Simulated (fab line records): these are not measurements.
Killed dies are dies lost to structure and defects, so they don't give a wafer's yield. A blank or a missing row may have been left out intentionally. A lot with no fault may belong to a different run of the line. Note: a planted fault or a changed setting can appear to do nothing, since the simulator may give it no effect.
fab line records ; flow n5-finfet
record lots=6; wafers=17; last-day=18
route steps=1938 shown BEOL_M12@1631 PASSIVATION@1936
lots that met no fault: taken from a fault-free run of the same line
start-h: the number of hours between the record's first day and the start of the first shown wafer of the lot ; wait-h: how many hours have passed since the lot's step before this one ; " identical to the entry in the row above ; L1.1+2: one row covering several wafers at once ; - no value present, or no start provided ; * or withheld: withheld ; < > ~ a bound
route shown NAME@n: names a module that has steps shown in the file, with the first one's number in the route ; usual: mean/standard deviation of fault-free wafers ; same: alike in all rows ; chamber/n: place in a boat ; sites: each site's reading ; _std_site: how widely they spread, as a standard deviation ; _edge_site: mean of outer sites minus mean of inner sites ; radius-mm: for every site, how far away it sits from the centre of the wafer ; mask NAME#n: copy n ; behind: the most recent tool/chamber to have shaped the wafer ; hold: cause of the lot's hold/its duration in hours/its outcome ; device: the n, p or np transistor that did not switch ; end of line: the same wafers' tests at the end of the route ; a step given without rows: its recipe and nothing more ; killed: the dies lost at the first sort to structure and to defects; this is not the yield of the wafer ; map: the dies of a wafer, with x for killed, . for not killed, _ for no die there
set.NAME: the run value of the setting; set.NAME@STEP: its run value at that earlier step ; model.NAME: the simulator's own value behind a step, which no gauge read
lots at some steps of the route; a table a step, a row a wafer
services: the hour from which a tool's chamber was out of use, counted from the record's first day as start-h (under 0 if before that day), plus the number of hours and why
## steps
# step N5_BEOL_M12_HARDBAKE_32
# recipe temp-c=130; time-s=120
# step N5_BEOL_M12_CD_MEAS_28
# recipe target-cd-nm=160.2; landing-energy-ev=500; detector=se-inlens; polarity=opening
# usual cd-nm=160.4/2.1
lot.wafer;tool;chamber;start-h;wait-h;cd-nm
L657.2;cd-sem-03;0;247.42;-;158.7
L657.3;cd-sem-03;0;247.42;-;157.4
L657.5;cd-sem-03;0;247.42;-;162.1
L664.3;cd-sem-01;0;279.16;-;160.1
L664.5;cd-sem-01;0;279.16;-;159.5
L664.6;cd-sem-01;0;279.16;-;157.5
L660.3;cd-sem-01;0;285.94;-;159.2
L660.4;cd-sem-01;0;285.94;-;159.8
L660.5;cd-sem-01;0;285.94;-;158.4
L672.2;cd-sem-01;0;340.58;-;160.2
L672.3;cd-sem-01;0;340.58;-;159.1
L672.5;cd-sem-01;0;340.58;-;157.2
L675.3;cd-sem-01;0;353.74;-;156.9
L675.5;cd-sem-01;0;353.74;-;157.6
L680.1;cd-sem-01;0;388.61;-;160.6
L680.4;cd-sem-01;0;388.61;-;163.2
L680.5;cd-sem-01;0;388.61;-;160.9
# step N5_BEOL_M12_OVL_MEAS_29
# recipe points-per-wafer=44
# usual M12_OVL=0/5.1
lot.wafer;tool;chamber;start-h;wait-h;M12_OVL[nm]
L657.2;overlay-02;0;247.45;0.0;0
L657.3;overlay-02;0;247.45;0.0;1
L657.5;overlay-02;0;247.45;0.0;-4
L664.3;overlay-02;0;279.19;0.0;0
L664.5;overlay-02;0;279.19;0.0;1
L664.6;overlay-02;0;279.19;0.0;2
L660.3;overlay-02;0;285.97;0.0;4
L660.4;overlay-02;0;285.97;0.0;-2
L660.5;overlay-02;0;285.97;0.0;-2
L672.2;overlay-02;0;340.61;0.0;5
L672.3;overlay-02;0;340.61;0.0;5
L672.5;overlay-02;0;340.61;0.0;0
L675.3;overlay-01;0;353.77;0.0;5
L675.5;overlay-01;0;353.77;0.0;1
L680.1;overlay-01;0;388.64;0.0;2
L680.4;overlay-01;0;388.64;0.0;1
L680.5;overlay-01;0;388.64;0.0;-3
# step N5_BEOL_M12_INSPECT_30
# recipe mode=adi; inspect-instrument=macro
# usual raw-defect-count=1.9/1.4
lot.wafer;tool;chamber;start-h;wait-h;raw-defect-count
L657.2;defect-inspect-01;-;247.48;0.0;4
L657.3;defect-inspect-01;-;247.48;0.0;2
L657.5;defect-inspect-01;-;247.48;0.0;2
L664.3;defect-inspect-01;-;279.22;0.0;1
L664.5;defect-inspect-01;-;279.22;0.0;0
L664.6;defect-inspect-01;-;279.22;0.0;0
L660.3;defect-inspect-01;-;285.99;0.0;2
L660.4;defect-inspect-01;-;285.99;0.0;1
L660.5;defect-inspect-01;-;285.99;0.0;1
L672.2;defect-inspect-02;-;340.63;0.0;2
L672.3;defect-inspect-02;-;340.63;0.0;2
L672.5;defect-inspect-02;-;340.63;0.0;3
L675.3;defect-inspect-01;-;353.79;0.0;1
L675.5;defect-inspect-01;-;353.79;0.0;2
L680.1;defect-inspect-01;-;388.66;0.0;3
L680.4;defect-inspect-01;-;388.66;0.0;3
L680.5;defect-inspect-01;-;388.66;0.0;0
# step N5_BEOL_M12_DESCUM_33
# recipe chemistry=O2; time-s=7.9; source-power-w=50; bias-power-w=20; pressure-mtorr=20; rf-frequency-hz=2.712e+07; temp-c=40; o2-flow-sccm=225
# step N5_BEOL_M12_ETCH_67
# recipe chemistry=CF4; target=SiARC; target-depth-a=1430; time-s=238.3; ion-energy-ev=80; pressure-mtorr=40; source-w=545; bias-w=36; Ar_flow_sccm=100; cf4-flow-sccm=100; ends=cleared
# usual cf4-flow-sccm=100.0/0.32; drypump-motor-current-A=6.0/0.44; etch-rf-on-time-s=242/7.9; oes-product-au=0.68/0.073; rf-fwd-power-W=543.6/1.7; rf-vpp-V=184.0/1.2; showerhead-plenum-p-Torr=2.15/0.076; throttle-valve-pct=15.51/0.17
lot.wafer;tool;chamber;start-h;wait-h;cf4-flow-sccm;drypump-motor-current-A;etch-rf-on-time-s;oes-product-au;rf-fwd-power-W;rf-hours-counter-h;rf-vpp-V;showerhead-plenum-p-Torr;throttle-valve-pct
L657.2;rie-diel-02;1;247.55;0.0;100.1;6.3;246;0.69;543.2;80;183.2;2.17;15.58
L657.3;rie-diel-02;2;247.55;0.0;99.9;5.9;243;0.84;544.2;5;183.4;2.13;15.37
L657.5;rie-diel-02;2;247.55;0.0;99.5;5.9;245;0.83;545.2;-;184.1;2.13;15.37
L664.3;rie-diel-06;1;279.28;0.0;100.1;5.8;253;0.63;540.4;128;183.3;2.07;15.50
L664.5;rie-diel-06;1;279.28;0.0;100.2;5.7;256;0.64;540.4;-;182.6;2.07;15.48
L664.6;rie-diel-06;3;279.28;0.0;99.9;6.4;240;0.64;541.6;-;184.1;2.23;15.61
L660.3;rie-diel-04;0;286.27;0.0;99.7;5.9;247;0.70;543.1;77;185.0;2.22;15.62
L660.4;rie-diel-04;1;286.27;0.0;99.8;5.8;240;0.74;544.9;32;183.9;2.17;15.33
L660.5;rie-diel-04;2;286.27;0.0;99.8;6.0;234;0.68;542.2;-;185.2;2.24;15.65
L672.2;rie-diel-04;1;340.70;0.0;99.8;5.8;239;0.71;544.7;51;183.8;2.16;15.36
L672.3;rie-diel-04;2;340.70;0.0;100.5;5.9;237;0.66;543.2;135;185.4;2.23;15.68
L672.5;rie-diel-04;0;340.70;0.0;99.6;5.9;248;0.68;542.9;-;186.0;2.22;15.66
L675.3;rie-diel-02;1;354.95;0.0;100.1;6.3;248;0.64;544.5;121;184.9;2.16;15.66
L675.5;rie-diel-02;3;354.95;0.0;99.9;6.8;250;0.73;542.3;-;183.4;2.08;15.63
L680.1;rie-diel-06;2;388.73;0.0;100.2;4.9;237;0.76;544.7;32;184.5;2.10;15.27
L680.4;rie-diel-06;0;388.73;0.0;100.0;6.4;246;0.58;544.5;214;183.7;2.13;15.65
L680.5;rie-diel-06;2;388.73;0.0;100.5;4.9;234;0.77;545.2;-;183.2;2.10;15.28
# step N5_BEOL_M12_ETCH_68
# recipe chemistry=N2/H2; target=SOC; mask-material=SiARC; source-w=3000; bias-w=350; temp-c=40; time-s=285; ion-energy-ev=200; pressure-mtorr=30; n2-flow-sccm=200; h2-flow-sccm=200
# step N5_BEOL_M12_STRIP_69
# recipe chemistry=N2/H2; temp-c=40; n2-flow-sccm=200; h2-flow-sccm=200; rf-frequency-hz=6e+07
# step N5_BEOL_M12_TRENCH_ETCH_34
# recipe chemistry=C4F8/O2/Ar; target=SiOC; target-depth-a=3189.5; mask-material=SOC; pressure-mtorr=30; source-w=3000; bias-w=700; Ar_flow_sccm=400; C4F8_flow_sccm=15; O2_flow_sccm=8; he-inner-torr=15; he-outer-torr=30; time-s=125.5; ion-energy-ev=250
# usual drypump-motor-current-A=6.0/0.44; oes-product-au=0.81/0.087; rf-fwd-power-W=2989/10; rf-vpp-V=666/3.4; showerhead-plenum-p-Torr=3.42/0.12; throttle-valve-pct=24.09/0.2
lot.wafer;tool;chamber;start-h;wait-h;drypump-motor-current-A;oes-product-au;rf-fwd-power-W;rf-hours-counter-h;rf-vpp-V;showerhead-plenum-p-Torr;throttle-valve-pct
L657.2;rie-diel-02;1;247.87;0.0;6.4;0.82;2995;81;667;3.49;24.40
L657.3;rie-diel-02;2;247.87;0.0;5.9;1.00;2978;5;663;3.40;24.12
L657.5;rie-diel-02;2;247.87;0.0;5.8;1.00;2996;-;664;3.40;24.11
L664.3;rie-diel-06;1;279.61;0.0;5.8;0.77;2989;129;663;3.30;24.04
L664.5;rie-diel-06;1;279.61;0.0;5.8;0.77;2988;-;664;3.30;24.04
L664.6;rie-diel-06;3;279.61;0.0;6.4;0.76;2987;-;669;3.52;24.07
L660.3;rie-diel-04;0;286.60;0.0;5.9;0.82;2992;77;670;3.53;24.18
L660.4;rie-diel-04;1;286.60;0.0;5.8;0.87;2999;32;668;3.49;24.12
L660.5;rie-diel-04;2;286.60;0.0;5.9;0.79;2981;-;670;3.55;24.16
L672.2;rie-diel-04;1;341.03;0.0;5.8;0.84;2978;52;667;3.48;24.14
L672.3;rie-diel-04;2;341.03;0.0;6.0;0.77;2998;135;670;3.54;24.19
L672.5;rie-diel-04;0;341.03;0.0;5.9;0.79;2977;-;670;3.52;24.19
L675.3;rie-diel-02;1;355.27;0.0;6.3;0.77;2979;121;667;3.47;24.44
L675.5;rie-diel-02;3;355.27;0.0;6.8;0.86;2991;-;663;3.34;24.36
L680.1;rie-diel-06;2;389.06;0.0;4.9;0.89;2980;33;664;3.35;23.97
L680.4;rie-diel-06;0;389.06;0.0;6.4;0.69;2992;214;664;3.39;24.12
L680.5;rie-diel-06;2;389.06;0.0;4.9;0.90;2995;-;664;3.35;23.96
# step N5_BEOL_M12_STRIP_70
# recipe chemistry=C4F8/O2/Ar; resist=SiARC; rf-frequency-hz=6e+07
# step N5_BEOL_M12_OCD_MEAS_35
# usual trench-depth-nm=316/6.7
lot.wafer;tool;chamber;start-h;wait-h;trench-depth-nm
L657.2;ocd-01;-;248.03;0.0;319
L657.3;ocd-01;-;248.03;0.0;323
L657.5;ocd-01;-;248.03;0.0;321
L664.3;ocd-01;-;279.77;0.0;311
L664.5;ocd-01;-;279.77;0.0;312
L664.6;ocd-01;-;279.77;0.0;322
L660.3;ocd-01;-;286.76;0.0;314
L660.4;ocd-01;-;286.76;0.0;326
L660.5;ocd-01;-;286.76;0.0;319
L672.2;ocd-02;-;341.18;0.0;323
L672.3;ocd-02;-;341.18;0.0;316
L672.5;ocd-02;-;341.18;0.0;308
L675.3;ocd-01;-;355.43;0.0;312
L675.5;ocd-01;-;355.43;0.0;314
L680.1;ocd-01;-;389.21;0.0;322
L680.4;ocd-01;-;389.21;0.0;308
L680.5;ocd-01;-;389.21;0.0;320
# step N5_BEOL_M12_STRIP_37
# recipe chemistry=N2/H2; power-w=1000; temp-c=250; h2-frac=0.65; overash-fraction=0.3; pressure-mtorr=withheld; n2-flow-sccm=1750; h2-flow-sccm=3250
# step N5_BEOL_M12_ETCH_38
# recipe chemistry=CF4/N2; target=SiCN; target-depth-a=687; taper-deg=2; time-s=73.4; ion-energy-ev=150; mask-material=SiO2; pressure-mtorr=40; source-w=430; bias-w=70; Ar_flow_sccm=100; cf4-flow-sccm=60; n2-flow-sccm=60
# usual cf4-flow-sccm=60.00/0.18; drypump-motor-current-A=6.0/0.48; oes-product-au=0.79/0.082; rf-fwd-power-W=428.1/1.5; rf-vpp-V=382.2/1.9; showerhead-plenum-p-Torr=2.20/0.074; throttle-valve-pct=15.35/0.15
lot.wafer;tool;chamber;start-h;wait-h;cf4-flow-sccm;drypump-motor-current-A;oes-product-au;rf-fwd-power-W;rf-hours-counter-h;rf-vpp-V;showerhead-plenum-p-Torr;throttle-valve-pct;model.etch.depth-nm;model.SiOC_of_BEOL_M12_ILD_DEP_00.thk-nm
L657.2;rie-diel-06;0;249.56;-;59.64;6.4;0.73;427.9;160;380.8;2.22;15.37;58.12;617.8
L657.3;rie-diel-06;2;249.56;-;59.98;4.9;0.70;425.6;240;382.3;2.17;15.50;58.09;616.4
L657.5;rie-diel-06;1;249.56;-;59.75;5.7;0.77;424.9;-;381.1;2.13;15.30;55.95;623.4
L664.3;rie-diel-06;0;281.32;-;59.83;6.4;0.71;426.1;173;381.4;2.21;15.39;57.45;614
L664.5;rie-diel-06;0;281.32;-;59.85;6.4;0.71;427.8;-;381.6;2.21;15.39;57.27;619.8
L664.6;rie-diel-06;1;281.32;-;60.02;5.8;0.75;424.6;-;380.5;2.12;15.30;55.37;620
L660.3;rie-diel-02;1;287.30;-;60.01;6.3;0.79;430.7;96;383.2;2.23;15.43;56.97;608.6
L660.4;rie-diel-02;0;287.30;-;60.03;5.8;0.68;428.6;222;380.2;2.08;15.37;55.98;620.6
L660.5;rie-diel-02;2;287.30;-;60.07;5.9;0.94;428.6;-;382.3;2.18;15.19;58.25;602
L672.2;rie-diel-06;3;343.04;-;60.00;6.4;0.74;-;193;382.2;2.28;15.47;39.04;625.8
L672.3;rie-diel-06;0;343.04;-;60.36;6.4;0.71;-;197;381.3;2.20;15.44;38.46;619
L672.5;rie-diel-06;0;343.04;-;59.98;6.4;0.70;428.2;-;381.0;2.20;15.43;57.33;612.8
L675.3;rie-diel-06;2;356.07;-;60.13;4.9;0.94;-;22;380.7;2.16;15.09;40.72;634.8
L675.5;rie-diel-06;1;356.07;-;60.14;5.8;0.73;428.4;-;380.6;2.11;15.36;55.48;625.2
L680.1;rie-diel-04;2;389.66;-;60.07;5.9;0.76;430.4;147;385.6;2.29;15.52;57.51;602.6
L680.4;rie-diel-04;3;389.66;-;59.68;5.8;0.87;429.7;59;385.0;2.34;14.99;61.96;616
L680.5;rie-diel-04;0;389.66;-;60.15;5.9;0.77;427.0;-;386.5;2.29;15.58;55.76;627.4
# step N5_BEOL_M12_PRECLEAN_39
# recipe chemistry=residue-remover; time-s=60; temp-c=40
# step N5_BEOL_M12_SRD_40
# recipe time-s=30; temp-c=23; rinse-liquid=diw; dry=n2-spin; spin-rpm=1500; dry-time-s=30
# step N5_BEOL_M12_DEGAS_41
# recipe ambient=vacuum; temp-c=250; time-s=60
# usual heater-power-w=341/38
lot.wafer;tool;chamber;start-h;wait-h;heater-power-w
L657.2;pvd-sputter-03;-;249.89;0.2;317
L657.3;pvd-sputter-03;-;249.89;0.2;294
L657.5;pvd-sputter-03;-;249.89;0.2;372
L664.3;pvd-sputter-01;-;281.71;0.2;336
L664.5;pvd-sputter-01;-;281.71;0.2;350
L664.6;pvd-sputter-01;-;281.71;0.2;366
L660.3;pvd-sputter-01;-;287.68;0.2;325
L660.4;pvd-sputter-01;-;287.68;0.2;354
L660.5;pvd-sputter-01;-;287.68;0.2;331
L672.2;pvd-sputter-03;-;343.29;0.1;292
L672.3;pvd-sputter-03;-;343.29;0.1;372
L672.5;pvd-sputter-03;-;343.29;0.1;267
L675.3;pvd-sputter-02;-;356.57;0.3;392
L675.5;pvd-sputter-02;-;356.57;0.3;394
L680.1;pvd-sputter-03;-;390.11;0.3;307
L680.4;pvd-sputter-03;-;390.11;0.3;261
L680.5;pvd-sputter-03;-;390.11;0.3;310
# step N5_BEOL_M12_PRE_CLEAN_42
# recipe gas=H2/He; time-s=30; temp-c=250
# usual heater-power-w=341/38
lot.wafer;tool;chamber;start-h;wait-h;heater-power-w
L657.2;pvd-sputter-03;-;249.93;0.0;314
L657.3;pvd-sputter-03;-;249.93;0.0;295
L657.5;pvd-sputter-03;-;249.93;0.0;374
L664.3;pvd-sputter-01;-;281.75;0.0;336
L664.5;pvd-sputter-01;-;281.75;0.0;353
L664.6;pvd-sputter-01;-;281.75;0.0;381
L660.3;pvd-sputter-01;-;287.72;0.0;331
L660.4;pvd-sputter-01;-;287.72;0.0;353
L660.5;pvd-sputter-01;-;287.72;0.0;338
L672.2;pvd-sputter-03;-;343.33;0.0;295
L672.3;pvd-sputter-03;-;343.33;0.0;380
L672.5;pvd-sputter-03;-;343.33;0.0;260
L675.3;pvd-sputter-02;-;356.61;0.0;399
L675.5;pvd-sputter-02;-;356.61;0.0;402
L680.1;pvd-sputter-03;-;390.15;0.0;317
L680.4;pvd-sputter-03;-;390.15;0.0;257
L680.5;pvd-sputter-03;-;390.15;0.0;323
# step N5_BEOL_M12_SPUTTER_43
# recipe material=TaN; target-thk-a=150; temp-c=50; bias-v=168.6; power-w=15000; chamber-pressure-pa=0.12; time-s=24.19
# step N5_BEOL_M12_SPUTTER_44
# recipe material=Ta; target-thk-a=100; temp-c=50; bias-v=80; power-w=15000; chamber-pressure-pa=0.07; time-s=16.13
# usual bias-v=80.1/0.84; throttle-valve-pct=29.7/0.92
lot.wafer;tool;chamber;start-h;wait-h;bias-v;throttle-valve-pct
L657.2;pvd-sputter-03;-;250.05;0.0;80.1;29.8
L657.3;pvd-sputter-03;-;250.05;0.0;78.8;30.3
L657.5;pvd-sputter-03;-;250.05;0.0;81.3;30.9
L664.3;pvd-sputter-01;-;281.87;0.0;79.7;29.9
L664.5;pvd-sputter-01;-;281.87;0.0;80.3;29.6
L664.6;pvd-sputter-01;-;281.87;0.0;79.9;30.3
L660.3;pvd-sputter-01;-;287.84;0.0;78.9;29.9
L660.4;pvd-sputter-01;-;287.84;0.0;79.5;29.2
L660.5;pvd-sputter-01;-;287.84;0.0;78.9;30.0
L672.2;pvd-sputter-03;-;343.45;0.0;79.5;30.2
L672.3;pvd-sputter-03;-;343.45;0.0;78.7;31.1
L672.5;pvd-sputter-03;-;343.45;0.0;80.9;30.9
L675.3;pvd-sputter-02;-;356.73;0.0;78.7;28.7
L675.5;pvd-sputter-02;-;356.73;0.0;79.6;28.7
L680.1;pvd-sputter-03;-;390.27;0.0;80.7;29.8
L680.4;pvd-sputter-03;-;390.27;0.0;79.3;30.6
L680.5;pvd-sputter-03;-;390.27;0.0;79.9;29.8
# step N5_BEOL_M12_SPUTTER_45
# recipe material=Cu; target-thk-a=800; temp-c=-20; bias-v=60; power-w=26000; chamber-pressure-pa=0.13; time-s=13.33
# step N5_BEOL_M12_ECD_47
# recipe material=Cu; target-thk-a=7200
# step N5_BEOL_M12_ANNEAL_48
# recipe temp-c=225; time-s=90; ambient=N2
# step N5_BEOL_M12_CMP_49
# recipe stop-on=SiOC; t-overpolish-s=20.6; down-force-psi=1; platen-rpm=50; clearing-platen-down-force-psi=1.5; clearing-platen-rpm=50; post-cmp-clean=cu-alkaline; target-thk-nm=320; clearing-platen-pad-velocity-m-s=0.99484; pad-velocity-m-s=0.99484
# usual barrier-field-endpoint-s=30.2/0.91; motor-current-A=6.1/0.71; overpolish-run-s=20.601/0.0094
lot.wafer;tool;chamber;start-h;wait-h;barrier-field-endpoint-s;motor-current-A;overpolish-run-s;model.SiOC_of_BEOL_M12_ILD_DEP_00.thk-nm
L657.3;cmp-01;0;250.89;0.2;28.8;6.4;20.597;606.4
L657.2;cmp-01;2;250.89;0.2;30.0;4.5;20.607;607.8
L657.5;cmp-01;0;250.89;0.2;28.7;6.1;20.597;613.4
L664.3;cmp-02;1;283.26;0.2;28.9;7.3;20.601;604
L664.6;cmp-02;1;283.26;0.2;29.2;7.2;20.593;610
L664.5;cmp-02;2;283.26;0.2;29.2;6.0;20.600;609.8
L660.3;cmp-01;1;289.04;0.2;30.5;6.1;20.600;598.6
L660.4;cmp-01;0;289.04;0.2;30.2;6.4;20.607;610.6
L660.5;cmp-01;1;289.04;0.2;31.2;6.0;20.607;592
L672.3;cmp-04;0;344.13;0.2;29.9;4.8;20.598;609
L672.2;cmp-04;1;344.13;0.2;28.8;6.3;20.601;615.8
L672.5;cmp-04;0;344.13;0.2;30.9;4.8;20.618;602.8
L675.3;cmp-04;2;357.41;0.2;31.3;6.0;20.591;624.8
L675.5;cmp-04;1;357.41;0.2;29.7;6.3;20.595;615.2
L680.4;cmp-02;2;390.95;0.2;30.0;5.7;20.604;606
L680.1;cmp-02;3;390.95;0.2;29.2;6.1;20.582;592.6
L680.5;cmp-02;2;390.95;0.2;30.4;5.8;20.592;617.4
# step N5_BEOL_M12_THK_MEAS_50
# recipe thk-meas-gauge=xrf; reads=Cu_of_BEOL_M12_ECD_47
# usual M12_THK=320/6.9
lot.wafer;tool;chamber;start-h;wait-h;M12_THK[nm]
L657.2;film-metro-01;-;251.18;-;324
L657.3;film-metro-01;-;251.18;-;325
L657.5;film-metro-01;-;251.18;-;323
L664.3;film-metro-02;-;283.56;-;314
L664.5;film-metro-02;-;283.56;-;317
L664.6;film-metro-02;-;283.56;-;326
L660.3;film-metro-01;-;289.34;-;321
L660.4;film-metro-01;-;289.34;-;329
L660.5;film-metro-01;-;289.34;-;323
L672.2;film-metro-02;-;344.38;-;328
L672.3;film-metro-02;-;344.38;-;326
L672.5;film-metro-02;-;344.38;-;316
L675.3;film-metro-02;-;357.66;-;319
L675.5;film-metro-02;-;357.66;-;318
L680.1;film-metro-02;-;391.21;-;327
L680.4;film-metro-02;-;391.21;-;312
L680.5;film-metro-02;-;391.21;-;322
# step N5_PASSIVATION_PROBE_49
# usual defect-limited-yield=91.5/1.4; killed_at_M0_to_M3=32/11; killed_at_M4_up=12/4.4; killed-at-contacts=13/6.1; killed-at-front-end=39/12; killed-at-other=3.9/3; killed-dies=100/17; killed-open=66/12; killed-short=33/7.4; sort_bin_4_leakage=0.03/0.14; sort_bin_5_function=5.0/0.95; sort_bin_6_memory=3.2/0.66; sort-n-pass=1079/17; sort-yield-pct=91.4/1.5
# same gross-dies=1180; killed-at-back-side=0; sort_bin_8_speed[%]=0
lot.wafer;tool;chamber;start-h;wait-h;defect-limited-yield[%];killed_at_M0_to_M3;killed_at_M4_up;killed-at-contacts;killed-at-front-end;killed-at-other;killed-dies;killed-open;killed-short;sort_bin_4_leakage[%];sort_bin_5_function[%];sort_bin_6_memory[%];sort-n-pass;sort-yield-pct[%]
L657.2;prober-02;-;283.05;0.1;89.7;47;8;26;37;3;121;72;42;0;5.8;3.3;1059;89.7
L657.3;prober-02;-;283.10;0.1;90.0;32;5;27;47;7;118;82;36;0;6.1;3.7;1062;90.0
L657.5;prober-02;-;283.20;0.2;89.7;31;13;18;51;9;122;74;48;0;6.5;3.5;1058;89.7
L664.3;prober-01;-;322.74;0.1;90.6;51;12;16;24;8;111;74;36;0;5.6;3.6;1069;90.6
L664.5;prober-01;-;322.84;0.2;92.2;47;7;13;20;5;92;63;27;0;4.4;3.0;1088;92.2
L664.6;prober-01;-;322.89;0.3;93.7;23;7;19;20;5;74;50;23;0;3.6;2.5;1106;93.7
L675.3;prober-01;-;396.11;0.1;90.8;43;12;15;30;8;108;70;38;0;5.3;3.5;1072;90.8
# killed by level:class
L657.2 MOL_CONTACT_COAG:geometric-particle:open=21 BEOL_M0_SAQP:geometric-particle:open=14 BEOL_M1:geometric-particle:short=12 BEOL_M0_SAQP:geometric-particle:short=7 HKMG_FIN:area-etch=6 FIN_SAQP:geometric-particle:open=5 DUMMY_GATE:geometric-particle:open=5 ILD0:geometric-particle:open=5
L657.3 MOL_CONTACT_COAG:geometric-particle:open=22 BEOL_M0_SAQP:geometric-particle:open=10 FIN_SAQP:geometric-particle:open=9 SPACER0:geometric-particle:open=9 FIN_SAQP:geometric-particle:short=7 STI_FIN_REVEAL:geometric-particle:open=6 BEOL_M0_SAQP:geometric-particle:short=6 MOL_CONTACT_COAG:geometric-particle:short=5
L657.5 MOL_CONTACT_COAG:geometric-particle:open=15 STI_FIN_REVEAL:geometric-particle:open=13 FIN_SAQP:geometric-particle:open=10 BEOL_M1:geometric-particle:open=8 BEOL_M0_SAQP:geometric-particle:short=8 FIN_SAQP:geometric-particle:short=7 BEOL_M1:geometric-particle:short=6 GATE_CUT:geometric-particle:open=4
L664.3 BEOL_M0_SAQP:geometric-particle:short=13 BEOL_M3:geometric-particle:open=12 MOL_CONTACT_COAG:geometric-particle:open=12 BEOL_M0_SAQP:geometric-particle:open=10 BEOL_M2:geometric-particle:open=8 FIN_SAQP:geometric-particle:open=5 STI_FIN_REVEAL:geometric-particle:open=4 MOL_CONTACT_COAG:geometric-particle:short=4
L664.5 BEOL_M0_SAQP:geometric-particle:open=14 BEOL_M2:geometric-particle:open=13 BEOL_M0_SAQP:geometric-particle:short=11 MOL_CONTACT_COAG:geometric-particle:open=9 FIN_SAQP:geometric-particle:open=4 MOL_CONTACT_COAG:geometric-particle:short=4 BEOL_M3:geometric-particle:open=4 FIN_SAQP:geometric-particle:short=3
L664.6 MOL_CONTACT_COAG:geometric-particle:open=14 BEOL_M0_SAQP:geometric-particle:open=8 GATE_CUT:geometric-particle:short=5 MOL_CONTACT_COAG:geometric-particle:short=5 BEOL_M0:geometric-particle:open=5 STI_FIN_REVEAL:geometric-particle:open=4 BEOL_M0_SAQP:geometric-particle:short=4 GATE_CUT:geometric-particle:open=3
L675.3 MOL_CONTACT_COAG:geometric-particle:open=11 BEOL_M1:geometric-particle:open=9 STI_FIN_REVEAL:geometric-particle:open=7 BEOL_M2:geometric-particle:open=7 BEOL_M0_SAQP:geometric-particle:short=7 BEOL_M3:geometric-particle:open=7 BEOL_M4:geometric-particle:open=6 FIN_SAQP:geometric-particle:open=4
## services
tool;chamber;start-h;hours;kind
cmp-01;-;228.38;0.4;repair
rie-diel-02;3;235.38;-;clean
rie-diel-02;3;235.38;-;consumable-replace:focus-ring
rie-diel-02;3;235.38;20.2;scheduled-down
rie-diel-02;3;235.38;20.2;vent-cycle
cmp-02;-;239.83;4.0;pm
cmp-01;-;251.56;4.0;pm
cmp-02;-;256.58;0.3;repair
cmp-01;-;260.01;6.3;pm
rie-diel-06;2;274.97;-;clean
rie-diel-06;2;274.97;-;consumable-replace:focus-ring
rie-diel-06;2;274.97;20.6;scheduled-down
rie-diel-06;2;274.97;20.6;vent-cycle
rie-diel-06;-;279.75;0.6;repair
cmp-04;-;306.07;0.5;repair
cmp-04;-;319.68;1.3;repair
pvd-sputter-02;-;339.91;4.3;repair
rie-diel-04;2;365.46;5.0;repair
rie-diel-02;0;366.23;-;clean
cmp-04;-;369.74;3.2;pm
rie-diel-04;-;376.07;3.0;repair
cmp-02;-;379.83;0.6;repair
pvd-sputter-03;-;380.55;4.1;repair
cmp-04;-;384.65;4.0;pm
## key
first-sign none at tools or gauges
model-effect step=N5_BEOL_M12_ETCH_38; value=etch.depth-nm; without=58.82; struck=39.4
model-effect step=N5_BEOL_M12_CMP_49; value=SiOC_of_BEOL_M12_ILD_DEP_00.thk-nm; without=600.4; struck=616.5
met-at N5_BEOL_M12_ETCH_38
struck-wafers L672.2,L672.3,L675.3
onset-between 281.32 343.04
fault kind=process-parameter-drift; tool=rie-diel-06; chamber=-; onset-h=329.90; steps=N5_BEOL_M12_ETCH_38; channel=time-s; offset=*; shape=step; end-h=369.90; scope=struck-wafers-only; acts-in=*; stated=*
